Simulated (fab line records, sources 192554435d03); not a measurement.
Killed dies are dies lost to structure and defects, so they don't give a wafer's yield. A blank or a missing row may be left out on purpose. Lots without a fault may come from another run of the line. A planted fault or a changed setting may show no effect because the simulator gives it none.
fab line records | flow n5_finfet | part 2 of 2: steps 20 to 28 of 28
record lots=5 wafers=15 last_day=17
route steps=1938 shown BEOL_M15@1795
lots that met no fault: from a run of the same line without faults
start_h: hours from the record's first day to the start of the lot's first wafer shown | wait_h: hours since the lot's step before | " the same as in the row above | L1.1+2: a row that stands for several wafers | - no value, or no start given | * or withheld: withheld | < > ~ a bound
route shown NAME@n: a module of which the file shows steps, and the number in the route of the first | usual: mean/standard deviation of fault-free wafers | same: alike in all rows | chamber/n: place in a boat | sites: the reading at each site | _std_site: their standard deviation | _edge_site: outer sites' mean less inner sites' | radius_mm: how far each site lies from the wafer's centre | mask NAME#n: copy n | behind: the tool/chamber that last shaped the wafer | hold: why the lot was held/for how many hours/how that ended | device: the transistor (n, p or np) that didn't switch | end of line: the same wafers' tests at the end of the route | a step without rows: its recipe alone | killed: dies lost to structure and defects at the first sort, not the wafer's yield | map: a wafer's dies, x killed, . not, _ none there
set.NAME: the setting as run; set.NAME@STEP: as run at that earlier step | model.NAME: the simulator's own value behind a step, which no gauge read
lots at some steps of the route; a table a step, a row a wafer
services: from which hour (start_h, from the record's first day; less than 0 if before it) a tool's chamber was out of use, for how many hours, and why
## steps
# step N5_BEOL_M15_PRECLEAN_39
# recipe chemistry=residue_remover time_s=60 temp_c=40
# usual temp_c=40.01/0.11
# columns lot.wafer tool chamber start_h wait_h temp_c
L087.2 wet_bench-05 6 339.60 - 39.92
L087.3 " 7 " " 39.88
L087.6 " 0 " " 40.15
L090.1 wet_bench-05 3 352.66 - 39.95
L090.2 " 7 " " 39.98
L090.3 " 6 " " 40.06
L092.1 wet_bench-05 5 355.00 - 40.06
L092.3 " 4 " " 40.05
L092.6 " 7 " " 39.96
L093.2 wet_bench-06 0 366.71 - 40.03
L093.3 " 3 " " 39.78
L093.4 " 7 " " 39.91
L096.1 wet_bench-05 3 387.15 - 40.05
L096.3 " 6 " " 39.90
L096.5 " 0 " " 40.10
# step N5_BEOL_M15_SRD_40
# recipe time_s=30 temp_c=23 rinse_liquid=diw dry=n2_spin spin_rpm=1500 dry_time_s=30
# usual temp_c=23.00/0.099
# columns lot.wafer tool chamber start_h wait_h temp_c
L087.2 wet_bench-05 6 339.62 0.0 23.03
L087.3 " 7 " " 22.99
L087.6 " 0 " " 22.90
L090.1 wet_bench-05 3 352.68 0.0 22.96
L090.2 " 7 " " 22.92
L090.3 " 6 " " 23.07
L092.1 wet_bench-05 5 355.02 0.0 22.99
L092.3 " 4 " " 23.01
L092.6 " 7 " " 23.04
L093.2 wet_bench-06 0 366.73 0.0 23.04
L093.3 " 3 " " 23.10
L093.4 " 7 " " 22.90
L096.1 wet_bench-05 3 387.17 0.0 22.95
L096.3 " 6 " " 23.19
L096.5 " 0 " " 23.10
# step N5_BEOL_M15_DEGAS_41
# recipe ambient=vacuum temp_c=300 time_s=60
# usual heater_power_w=448/53
# columns lot.wafer tool chamber start_h wait_h heater_power_w
L087.2 pvd_sputter-01 - 339.89 0.2 416
L087.3 " - " " 476
L087.6 " - " " 492
L090.1 pvd_sputter-03 - 353.12 0.4 424
L090.2 " - " " 607
L090.3 " - " " 421
L092.1 pvd_sputter-03 - 355.32 0.3 461
L092.3 " - " " 413
L092.6 " - " " 486
L093.2 pvd_sputter-03 - 367.51 0.8 478
L093.3 " - " " 414
L093.4 " - " " 422
L096.1 pvd_sputter-02 - 387.37 0.2 492
L096.3 " - " " 404
L096.5 " - " " 403
# step N5_BEOL_M15_PRE_CLEAN_42
# recipe gas=H2/He time_s=30 temp_c=300
# usual heater_power_w=448/54
# columns lot.wafer tool chamber start_h wait_h heater_power_w
L087.2 pvd_sputter-01 - 339.93 0.0 414
L087.3 " - " " 481
L087.6 " - " " 514
L090.1 pvd_sputter-03 - 353.16 0.0 406
L090.2 " - " " 595
L090.3 " - " " 426
L092.1 pvd_sputter-03 - 355.36 0.0 475
L092.3 " - " " 405
L092.6 " - " " 469
L093.2 pvd_sputter-03 - 367.55 0.0 476
L093.3 " - " " 419
L093.4 " - " " 432
L096.1 pvd_sputter-02 - 387.41 0.0 504
L096.3 " - " " 400
L096.5 " - " " 400
# step N5_BEOL_M15_SPUTTER_43
# recipe material=TaN target_thk_a=150 temp_c=50 bias_v=168.6 power_w=15000 chamber_pressure_pa=0.12 time_s=24.19
# usual bias_v=168.9/1.5 chamber_pressure_pa=0.12002/0.00023 throttle_valve_pct=29.7/0.91
# columns lot.wafer tool chamber start_h wait_h bias_v chamber_pressure_pa throttle_valve_pct
L087.2 pvd_sputter-01 - 339.97 0.0 166.0 0.11997 30.2
L087.3 " - " " 170.8 0.12009 28.6
L087.6 " - " " 167.7 0.12011 30.1
L090.1 pvd_sputter-03 - 353.20 0.0 170.3 0.12005 30.6
L090.2 " - " " 167.6 0.1204 27.5
L090.3 " - " " 169.6 0.11985 29.9
L092.1 pvd_sputter-03 - 355.40 0.0 166.8 0.11979 29.7
L092.3 " - " " 169.5 0.11999 30.8
L092.6 " - " " 169.8 0.12014 29.6
L093.2 pvd_sputter-03 - 367.59 0.0 170.4 0.11977 29.8
L093.3 " - " " 169.1 0.12008 30.3
L093.4 " - " " 169.2 0.11979 29.5
L096.1 pvd_sputter-02 - 387.45 0.0 166.7 0.12001 29.3
L096.3 " - " " 169.1 0.11991 31.4
L096.5 " - " " 167.1 0.11987 28.9
# step N5_BEOL_M15_SPUTTER_44
# recipe material=Ta target_thk_a=150 temp_c=50 bias_v=80 power_w=15000 chamber_pressure_pa=0.07 time_s=24.19
# usual bias_v=80.0/0.82 chamber_pressure_pa=0.06999/0.00014 throttle_valve_pct=29.7/0.91
# columns lot.wafer tool chamber start_h wait_h bias_v chamber_pressure_pa throttle_valve_pct
L087.2 pvd_sputter-01 - 340.05 0.0 81.0 0.06998 30.5
L087.3 " - " " 79.0 0.07029 28.7
L087.6 " - " " 80.8 0.06983 30.1
L090.1 pvd_sputter-03 - 353.28 0.0 79.4 0.07005 30.7
L090.2 " - " " 80.4 0.07004 27.4
L090.3 " - " " 80.2 0.06999 29.8
L092.1 pvd_sputter-03 - 355.48 0.0 79.8 0.06979 29.6
L092.3 " - " " 80.9 0.06979 30.7
L092.6 " - " " 79.2 0.06985 29.5
L093.2 pvd_sputter-03 - 367.67 0.0 81.0 0.07019 29.8
L093.3 " - " " 81.0 0.0699 30.6
L093.4 " - " " 79.5 0.06999 29.6
L096.1 pvd_sputter-02 - 387.53 0.0 79.9 0.07007 29.2
L096.3 " - " " 81.0 0.06987 31.0
L096.5 " - " " 79.6 0.06982 28.7
# step N5_BEOL_M15_SPUTTER_45
# recipe material=Cu target_thk_a=1000 temp_c=-20 bias_v=60 power_w=26000 chamber_pressure_pa=0.13 time_s=16.67
# usual bias_v=60.0/0.58 chamber_pressure_pa=0.12998/0.00029 throttle_valve_pct=29.7/0.9
# columns lot.wafer tool chamber start_h wait_h bias_v chamber_pressure_pa throttle_valve_pct
L087.2 pvd_sputter-01 - 340.13 0.0 59.2 0.12968 30.2
L087.3 " - " " 59.5 0.12978 28.5
L087.6 " - " " 60.6 0.12998 30.0
L090.1 pvd_sputter-03 - 353.36 0.0 58.7 0.13007 30.4
L090.2 " - " " 60.0 0.13042 27.5
L090.3 " - " " 60.2 0.12956 29.6
L092.1 pvd_sputter-03 - 355.56 0.0 59.8 0.13048 30.0
L092.3 " - " " 59.9 0.12949 30.4
L092.6 " - " " 59.8 0.13055 29.7
L093.2 pvd_sputter-03 - 367.75 0.0 59.5 0.13021 29.8
L093.3 " - " " 60.4 0.1301 30.7
L093.4 " - " " 59.8 0.12989 29.8
L096.1 pvd_sputter-02 - 387.61 0.0 59.7 0.12973 29.0
L096.3 " - " " 59.4 0.13036 31.1
L096.5 " - " " 60.1 0.13016 28.6
# step N5_BEOL_M15_ECD_47
# recipe material=Cu target_thk_a=18600
# columns lot.wafer tool chamber start_h wait_h
L087.2+3+6 ecd_cu-01 0,0,1 340.25 0.1
L090.1+2+3 ecd_cu-01 1,0,0 353.48 0.1
L092.1+3+6 ecd_cu-01 1,1,0 355.68 0.1
L093.2+3+4 ecd_cu-02 0,0,1 367.86 0.1
L096.1+3+5 ecd_cu-01 1,1,0 387.73 0.1
# step N5_BEOL_M15_ANNEAL_48
# recipe temp_c=225 time_s=90 ambient=N2
# usual wafer_temp_C_max=226.10/0.25
# columns lot.wafer tool chamber start_h wait_h wafer_temp_C_max
L087.2 rtp_anneal-01 0 341.11 0.8 225.93
L087.3 " 0 " " 226.51
L087.6 " 0 " " 226.04
L090.1 rtp_anneal-01 0 353.72 0.2 225.88
L090.2 " 0 " " 226.04
L090.3 " 0 " " 226.32
L092.1 rtp_anneal-01 0 356.85 1.1 226.42
L092.3 " 0 " " 225.64
L092.6 " 0 " " 226.05
L093.2 rtp_anneal-01 0 368.15 0.2 226.18
L093.3 " 0 " " 226.06
L093.4 " 0 " " 225.74
L096.1 rtp_anneal-02 0 387.97 0.2 226.63
L096.3 " 0 " " 225.91
L096.5 " 0 " " 226.10
## services
# columns tool chamber start_h hours kind
krf_scanner-02 - 319.52 1.0 pm
wet_bench-05 - 321.52 1.8 repair
krf_scanner-02 - 326.89 2.3 repair
rie_diel-06 3 335.24 4.3 repair
pvd_sputter-02 - 335.77 2.8 repair
krf_scanner-01 - 337.61 4.4 pm
pvd_sputter-01 - 342.33 3.2 repair
rie_diel-02 2 345.20 - clean
rie_diel-02 2 345.20 - consumable_replace:focus_ring
rie_diel-02 2 345.20 14.0 scheduled_down
rie_diel-02 2 345.20 14.0 vent_cycle
rie_diel-06 1 347.84 8.6 repair
krf_scanner-02 - 353.37 0.8 pm
krf_scanner-02 - 358.37 1.3 pm
rie_diel-06 - 358.55 0.9 repair
rie_diel-05 1 359.64 5.6 repair
pvd_sputter-02 - 362.69 0.6 repair
rie_diel-05 - 365.21 1.2 repair
krf_scanner-01 - 371.46 1.3 pm
pvd_sputter-01 - 383.35 4.8 repair
krf_scanner-01 - 385.08 3.6 pm
